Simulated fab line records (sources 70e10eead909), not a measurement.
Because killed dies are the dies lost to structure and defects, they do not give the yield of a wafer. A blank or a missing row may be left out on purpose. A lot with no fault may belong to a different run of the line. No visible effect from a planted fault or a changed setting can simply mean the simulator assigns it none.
Chamber matching | flow nand harc | NHARC_P_BONDPAD_STRIP_15 on rie diel-08: 4 sister chambers
The step strips in O2. 8 wafers are shown with their chamber, then 10 later ones without.

## WAFERS, EACH WITH ITS CHAMBER
wafer  | chamber | drypump motor current A (A) | showerhead plenum p Torr (Torr)
L476.5 | 3       | 5.8                         | 3.72
L476.6 | 2       | 5.0                         | 3.69
L479.3 | 1       | 6.3                         | 3.54
L482.4 | 0       | 6.1                         | 3.53
L482.5 | 3       | 5.8                         | 3.72
L482.6 | 0       | 6.1                         | 3.53
L487.1 | 2       | 5.0                         | 3.68
L487.2 | 1       | 6.2                         | 3.54

## WAFERS WITHOUT THEIR CHAMBER
wafer  | drypump motor current A (A) | showerhead plenum p Torr (Torr)
L487.4 | 6.1                         | 3.53
L488.3 | 6.3                         | 3.54
L488.4 | 5.0                         | 3.68
L488.6 | 5.0                         | 3.68
L489.1 | 6.1                         | 3.53
L489.2 | 5.0                         | 3.68
L489.6 | 6.1                         | 3.53
L490.1 | 6.1                         | 3.53
L490.2 | 6.3                         | 3.54
L490.4 | 5.0                         | 3.68

## THE CHAMBER EACH PASSED THROUGH
wafer  | from the rows above | in truth
L487.4 | 0                   | 0
L488.3 | 1                   | 1
L488.4 | 2                   | 2
L488.6 | 2                   | 2
L489.1 | 0                   | 0
L489.2 | 2                   | 2
L489.6 | 0                   | 0
L490.1 | 0                   | 0
L490.2 | 1                   | 1
L490.4 | 2                   | 2
10 of 10 placed correctly. Can't be placed from these rows: 0. Number placed wrongly: 0.
How it was worked out, from the rows above alone: a wafer's distance from a chamber is the root of the sum, over the readings, of the square of ((its reading less the chamber's mean) divided by the reading's scatter). The wafer belongs to the nearest chamber; if the next one is less than 2 further off, it can't be placed. Each chamber's mean is taken over the wafers shown for it. The scatter is the square root of a quotient: the sum, over the shown wafers, of each reading's squared deviation from its chamber's mean, divided by wafers minus chambers.
